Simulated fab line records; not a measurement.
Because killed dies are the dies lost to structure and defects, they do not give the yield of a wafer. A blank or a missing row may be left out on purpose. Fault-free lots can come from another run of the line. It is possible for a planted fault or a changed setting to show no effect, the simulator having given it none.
The tool behind it: which one? / flow n5-finfet / 9 lots with 27 wafers sampled at 5 steps, on a route of 1938 steps

## WHAT EACH GAUGE READ, for each wafer
N5_BEOL_M4_RC_MEAS_101. Usual: DIBL_N 36.2 mV/V, standard deviation 1.7; DIBL_P 36.2 mV/V, standard deviation 2.2; IOFF_N 0.16 nA/um, standard deviation 0.035; IOFF_P 0.21 nA/um, standard deviation 0.042; ION_N 673 uA/um, standard deviation 13; ION_P 462 uA/um, standard deviation 7.9; SS_N 71.4 mV/dec, standard deviation 0.59; SS_P 73.2 mV/dec, standard deviation 0.7; VT_N 250 mV, standard deviation 3.6; VT_P -251 mV, standard deviation 3.5.
lot=L991; measured=day 7 23:13; on=prober-01; DIBL_N (mV/V)=36.3 38.7 36.4; DIBL_P (mV/V)=36.1 40.1 38.5; IOFF_N (nA/um)=0.14 0.21 0.17; IOFF_P (nA/um)=0.19 0.25 0.22; ION_N (uA/um)=653 688 674; ION_P (uA/um)=446 461 465; SS_N (mV/dec)=70.9 72.5 71.4; SS_P (mV/dec)=73.0 74.0 73.9; VT_N (mV)=250 243 248; VT_P (mV)=-252 -247 -251; flag=
lot=L993; measured=day 8 07:13; on=prober-02; DIBL_N (mV/V)=36.6 39.1 39.0; DIBL_P (mV/V)=37.7 41.7 41.1; IOFF_N (nA/um)=0.20 0.27 0.27; IOFF_P (nA/um)=0.26 0.34 0.34; ION_N (uA/um)=688 713 696; ION_P (uA/um)=468 482 476; SS_N (mV/dec)=72.1 71.7 72.7; SS_P (mV/dec)=73.4 74.9 74.9; VT_N (mV)=243 240 240; VT_P (mV)=-246 -244 -243; flag=
lot=L994; measured=day 8 10:10; on=prober-02; DIBL_N (mV/V)=35.5 34.1 36.4; DIBL_P (mV/V)=34.9 33.8 35.9; IOFF_N (nA/um)=0.14 0.12 0.17; IOFF_P (nA/um)=0.19 0.18 0.21; ION_N (uA/um)=667 673 689; ION_P (uA/um)=464 467 467; SS_N (mV/dec)=70.9 70.8 71.2; SS_P (mV/dec)=73.4 72.8 72.6; VT_N (mV)=251 250 247; VT_P (mV)=-251 -254 -250; flag=
lot=L999; measured=day 10 17:28; on=prober-01; DIBL_N (mV/V)=38.1 37.1 38.6; DIBL_P (mV/V)=38.7 37.4 39.1; IOFF_N (nA/um)=0.19 0.17 0.19; IOFF_P (nA/um)=0.24 0.22 0.25; ION_N (uA/um)=695 678 681; ION_P (uA/um)=468 464 466; SS_N (mV/dec)=72.1 72.0 72.6; SS_P (mV/dec)=73.9 73.7 74.6; VT_N (mV)=248 250 245; VT_P (mV)=-246 -250 -246; flag=
lot=L100; measured=day 10 21:37; on=prober-01; DIBL_N (mV/V)=36.3 38.6 37.6; DIBL_P (mV/V)=36.0 38.3 36.5; IOFF_N (nA/um)=0.15 0.20 0.17; IOFF_P (nA/um)=0.20 0.24 0.21; ION_N (uA/um)=673 670 671; ION_P (uA/um)=459 456 462; SS_N (mV/dec)=71.0 71.4 72.3; SS_P (mV/dec)=73.7 74.2 73.1; VT_N (mV)=253 248 248; VT_P (mV)=-253 -251 -250; flag=
lot=L103; measured=day 11 07:58; on=prober-02; DIBL_N (mV/V)=36.2 35.7 37.3; DIBL_P (mV/V)=34.2 34.5 35.9; IOFF_N (nA/um)=0.14 0.13 0.15; IOFF_P (nA/um)=0.17 0.17 0.19; ION_N (uA/um)=679 680 674; ION_P (uA/um)=460 461 461; SS_N (mV/dec)=72.2 70.5 71.6; SS_P (mV/dec)=73.1 73.2 72.7; VT_N (mV)=252 254 253; VT_P (mV)=-255 -256 -251; flag=
lot=L107; measured=day 12 13:05; on=prober-02; DIBL_N (mV/V)=36.2 35.4 36.9; DIBL_P (mV/V)=35.5 35.1 37.5; IOFF_N (nA/um)=0.16 0.16 0.17; IOFF_P (nA/um)=0.21 0.21 0.24; ION_N (uA/um)=670 677 676; ION_P (uA/um)=465 468 462; SS_N (mV/dec)=71.2 71.6 72.2; SS_P (mV/dec)=73.1 73.0 73.1; VT_N (mV)=251 249 249; VT_P (mV)=-249 -249 -249; flag=
lot=L112; measured=day 13 15:37; on=prober-02; DIBL_N (mV/V)=37.0 34.4 37.7; DIBL_P (mV/V)=36.1 33.8 37.8; IOFF_N (nA/um)=0.16 0.12 0.18; IOFF_P (nA/um)=0.21 0.17 0.24; ION_N (uA/um)=668 666 678; ION_P (uA/um)=459 457 459; SS_N (mV/dec)=71.3 71.0 71.8; SS_P (mV/dec)=72.9 71.9 73.3; VT_N (mV)=251 255 247; VT_P (mV)=-250 -253 -249; flag=
lot=L113; measured=day 13 17:47; on=prober-01; DIBL_N (mV/V)=34.9 35.1 34.1; DIBL_P (mV/V)=36.8 35.5 35.1; IOFF_N (nA/um)=0.15 0.14 0.13; IOFF_P (nA/um)=0.17 0.16 0.16; ION_N (uA/um)=665 672 666; ION_P (uA/um)=450 451 454; SS_N (mV/dec)=70.6 71.4 71.0; SS_P (mV/dec)=73.9 73.2 73.1; VT_N (mV)=252 252 255; VT_P (mV)=-257 -259 -258; flag=

## EACH LOT AND THE TOOL THAT RAN IT (in order: tool; ch and the chambers of the sampled wafers; start)
lot=L991; N5_HKMG_FIN_ETCH_35=rie-diel-03 ch 0,1, day 4 09:40; N5_HKMG_FIN_STRIP_19=plasma-asher-01 ch 1, day 4 09:58; N5_HKMG_FIN_ALD_21=ald-metal-04 ch 1,2,3, day 4 12:40; N5_HKMG_FIN_W_FILL_22=cvd-w-01 ch 0,1, day 4 13:05
lot=L993; N5_HKMG_FIN_ETCH_35=rie-diel-04 ch 0,1, day 4 22:10; N5_HKMG_FIN_STRIP_19=plasma-asher-02 ch 0,1, day 4 22:30; N5_HKMG_FIN_ALD_21=ald-metal-03 ch 0,2,3, day 5 01:08; N5_HKMG_FIN_W_FILL_22=cvd-w-01 ch 0,1, day 5 01:34
lot=L994; N5_HKMG_FIN_ETCH_35=rie-diel-03 ch 0,1,2, day 5 03:22; N5_HKMG_FIN_STRIP_19=plasma-asher-01 ch 0,1, day 5 03:40; N5_HKMG_FIN_ALD_21=ald-metal-04 ch 0,1,3, day 5 06:26; N5_HKMG_FIN_W_FILL_22=cvd-w-01 ch 0,1, day 5 06:51
lot=L999; N5_HKMG_FIN_ETCH_35=rie-diel-04 ch 0,1,3, day 6 16:12; N5_HKMG_FIN_STRIP_19=plasma-asher-02 ch 0,1, day 6 16:29; N5_HKMG_FIN_ALD_21=ald-metal-03 ch 0,1,3, day 6 19:10; N5_HKMG_FIN_W_FILL_22=cvd-w-01 ch 0,1, day 6 19:35
lot=L100; N5_HKMG_FIN_ETCH_35=rie-diel-01 ch 0,1,3, day 6 16:39; N5_HKMG_FIN_STRIP_19=plasma-asher-01 ch 0,1, day 6 16:56; N5_HKMG_FIN_ALD_21=ald-metal-04 ch 0,1,3, day 6 19:36; N5_HKMG_FIN_W_FILL_22=cvd-w-02 ch 0,1, day 6 20:02
lot=L103; N5_HKMG_FIN_ETCH_35=rie-diel-01 ch 1,3, day 7 11:55; N5_HKMG_FIN_STRIP_19=plasma-asher-01 ch 0,1, day 7 12:13; N5_HKMG_FIN_ALD_21=ald-metal-04 ch 0,1,3, day 7 14:44; N5_HKMG_FIN_W_FILL_22=cvd-w-01 ch 0,1, day 7 15:10
lot=L107; N5_HKMG_FIN_ETCH_35=rie-diel-04 ch 0,2,3, day 8 10:31; N5_HKMG_FIN_STRIP_19=plasma-asher-01 ch 0,1, day 8 10:49; N5_HKMG_FIN_ALD_21=ald-metal-01 ch 0,1,2, day 8 13:38; N5_HKMG_FIN_W_FILL_22=cvd-w-02 ch 0,1, day 8 14:03
lot=L112; N5_HKMG_FIN_ETCH_35=rie-diel-01 ch 0,1,3, day 9 16:18; N5_HKMG_FIN_STRIP_19=plasma-asher-01 ch 0,1, day 9 16:35; N5_HKMG_FIN_ALD_21=ald-metal-01 ch 0,1,2, day 9 19:08; N5_HKMG_FIN_W_FILL_22=cvd-w-02 ch 0,1, day 9 19:34
lot=L113; N5_HKMG_FIN_ETCH_35=rie-diel-01 ch 1,3, day 9 21:04; N5_HKMG_FIN_STRIP_19=plasma-asher-01 ch 0,1, day 9 21:22; N5_HKMG_FIN_ALD_21=ald-metal-04 ch 0,1,3, day 10 00:04; N5_HKMG_FIN_W_FILL_22=cvd-w-02 ch 0,1, day 10 00:29
- N5_HKMG_FIN_ETCH_35: etches SOC in N2/H2, target depth 215.8 nm, time 243.4 s.
- N5_HKMG_FIN_STRIP_19: strips in N2/H2, time 360 s.
- N5_HKMG_FIN_ALD_21: deposits TiN, target thk 1.5 nm, pulse time 1 s, purge time 3 s.
- N5_HKMG_FIN_W_FILL_22: material W, target thk 60 nm, time 18.2 s.

## WHAT THE TOOLS THEMSELVES READ (means of the sampled wafers that have a number; where no wafer has one, the mark that the record gives instead)
N5_HKMG_FIN_ETCH_35. Usual: drypump-motor-current-A 5.7 A, standard deviation 0.44; oes-product-au 0.76 a.u., standard deviation 0.057; rf-vpp-V 141.8 V, standard deviation 1; showerhead-plenum-p-Torr 2.58 Torr, standard deviation 0.068; throttle-valve-pct 17.76 %, standard deviation 0.19.
lot=L991; tool=rie-diel-03; drypump-motor-current-A (A)=5.3; oes-product-au (a.u.)=0.82; rf-vpp-V (V)=141.8; showerhead-plenum-p-Torr (Torr)=2.64; throttle-valve-pct (%)=17.48; flag=
lot=L993; tool=rie-diel-04; drypump-motor-current-A (A)=6.1; oes-product-au (a.u.)=0.81; rf-vpp-V (V)=141.6; showerhead-plenum-p-Torr (Torr)=2.56; throttle-valve-pct (%)=17.96; flag=
lot=L994; tool=rie-diel-03; drypump-motor-current-A (A)=5.3; oes-product-au (a.u.)=0.81; rf-vpp-V (V)=141.7; showerhead-plenum-p-Torr (Torr)=2.59; throttle-valve-pct (%)=17.53; flag=
lot=L999; tool=rie-diel-04; drypump-motor-current-A (A)=6.0; oes-product-au (a.u.)=0.78; rf-vpp-V (V)=141.2; showerhead-plenum-p-Torr (Torr)=2.59; throttle-valve-pct (%)=17.89; flag=
lot=L100; tool=rie-diel-01; drypump-motor-current-A (A)=5.7; oes-product-au (a.u.)=0.79; rf-vpp-V (V)=142.7; showerhead-plenum-p-Torr (Torr)=2.62; throttle-valve-pct (%)=17.68; flag=
lot=L103; tool=rie-diel-01; drypump-motor-current-A (A)=5.8; oes-product-au (a.u.)=0.82; rf-vpp-V (V)=141.4; showerhead-plenum-p-Torr (Torr)=2.67; throttle-valve-pct (%)=17.63; flag=
lot=L107; tool=rie-diel-04; drypump-motor-current-A (A)=6.0; oes-product-au (a.u.)=0.72; rf-vpp-V (V)=141.6; showerhead-plenum-p-Torr (Torr)=2.55; throttle-valve-pct (%)=17.84; flag=
lot=L112; tool=rie-diel-01; drypump-motor-current-A (A)=5.7; oes-product-au (a.u.)=0.76; rf-vpp-V (V)=141.3; showerhead-plenum-p-Torr (Torr)=2.61; throttle-valve-pct (%)=17.72; flag=
lot=L113; tool=rie-diel-01; drypump-motor-current-A (A)=5.8; oes-product-au (a.u.)=0.80; rf-vpp-V (V)=142.8; showerhead-plenum-p-Torr (Torr)=2.66; throttle-valve-pct (%)=17.66; flag=

N5_HKMG_FIN_STRIP_19. Usual: drypump-motor-current-A 5.8 A, standard deviation 0.69; heater-power-w 479 W, standard deviation 26.
lot=L991; tool=plasma-asher-01; drypump-motor-current-A (A)=4.9; heater-power-w (W)=464; flag=
lot=L993; tool=plasma-asher-02; drypump-motor-current-A (A)=6.4; heater-power-w (W)=483; flag=
lot=L994; tool=plasma-asher-01; drypump-motor-current-A (A)=5.7; heater-power-w (W)=475; flag=
lot=L999; tool=plasma-asher-02; drypump-motor-current-A (A)=6.4; heater-power-w (W)=481; flag=
lot=L100; tool=plasma-asher-01; drypump-motor-current-A (A)=5.2; heater-power-w (W)=471; flag=
lot=L103; tool=plasma-asher-01; drypump-motor-current-A (A)=5.3; heater-power-w (W)=470; flag=
lot=L107; tool=plasma-asher-01; drypump-motor-current-A (A)=5.3; heater-power-w (W)=467; flag=
lot=L112; tool=plasma-asher-01; drypump-motor-current-A (A)=5.3; heater-power-w (W)=471; flag=
lot=L113; tool=plasma-asher-01; drypump-motor-current-A (A)=5.7; heater-power-w (W)=464; flag=

N5_HKMG_FIN_ALD_21. Usual: heater-power-w 885 W, standard deviation 72; precursor-pulse-height-rel 1.001, standard deviation 0.019; susceptor-temp-C 400.01 C, standard deviation 0.24.
lot=L991; tool=ald-metal-04; heater-power-w (W)=865; precursor-pulse-height-rel=1.015; susceptor-temp-C (C)=400.15; flag=
lot=L993; tool=ald-metal-03; heater-power-w (W)=942; precursor-pulse-height-rel=1.001; susceptor-temp-C (C)=399.99; flag=
lot=L994; tool=ald-metal-04; heater-power-w (W)=868; precursor-pulse-height-rel=0.994; susceptor-temp-C (C)=399.83; flag=
lot=L999; tool=ald-metal-03; heater-power-w (W)=891; precursor-pulse-height-rel=1.015; susceptor-temp-C (C)=400.07; flag=
lot=L100; tool=ald-metal-04; heater-power-w (W)=843; precursor-pulse-height-rel=0.999; susceptor-temp-C (C)=396.31; flag=OFF
lot=L103; tool=ald-metal-04; heater-power-w (W)=840; precursor-pulse-height-rel=0.982; susceptor-temp-C (C)=396.06; flag=OFF
lot=L107; tool=ald-metal-01; heater-power-w (W)=850; precursor-pulse-height-rel=0.978; susceptor-temp-C (C)=400.07; flag=
lot=L112; tool=ald-metal-01; heater-power-w (W)=875; precursor-pulse-height-rel=1.005; susceptor-temp-C (C)=399.77; flag=
lot=L113; tool=ald-metal-04; heater-power-w (W)=884; precursor-pulse-height-rel=1.005; susceptor-temp-C (C)=399.73; flag=

N5_HKMG_FIN_W_FILL_22. Usual: heater-power-w 936 W, standard deviation 73; throttle-valve-pct 19.4 %, standard deviation 0.4.
lot=L991; tool=cvd-w-01; heater-power-w (W)=1000; throttle-valve-pct (%)=19.7; flag=
lot=L993; tool=cvd-w-01; heater-power-w (W)=999; throttle-valve-pct (%)=19.7; flag=
lot=L994; tool=cvd-w-01; heater-power-w (W)=1006; throttle-valve-pct (%)=19.6; flag=
lot=L999; tool=cvd-w-01; heater-power-w (W)=1005; throttle-valve-pct (%)=19.7; flag=
lot=L100; tool=cvd-w-02; heater-power-w (W)=870; throttle-valve-pct (%)=18.9; flag=
lot=L103; tool=cvd-w-01; heater-power-w (W)=1026; throttle-valve-pct (%)=19.7; flag=
lot=L107; tool=cvd-w-02; heater-power-w (W)=874; throttle-valve-pct (%)=19.3; flag=
lot=L112; tool=cvd-w-02; heater-power-w (W)=873; throttle-valve-pct (%)=19.2; flag=
lot=L113; tool=cvd-w-02; heater-power-w (W)=855; throttle-valve-pct (%)=19.4; flag=

## THE ANSWER, worked out from the rows above alone
Rule: lot off if the mean of its wafers having a number is beyond 3 standard deviations from the usual mean. A lot without any number at a reading at which 4 lots or more have one is off too. Where the step has rows for the other lots, those lots are counted as sound. The gauges are gone through in route order, then the tools' own readings, and for those a lot's mean is taken as printed above. The first step at which some lot is off is used, and at that step the reading that is off furthest; a lot without a number counts as furthest.
Off, at N5_HKMG_FIN_ALD_21 on susceptor-temp-C: L100, L103.
A tool fits if, at that step or a process step before it, it ran every lot that is off, and no sound lot after the first of them. None of those tried fits.

## WHAT THE SIMULATOR HAD PUT IN
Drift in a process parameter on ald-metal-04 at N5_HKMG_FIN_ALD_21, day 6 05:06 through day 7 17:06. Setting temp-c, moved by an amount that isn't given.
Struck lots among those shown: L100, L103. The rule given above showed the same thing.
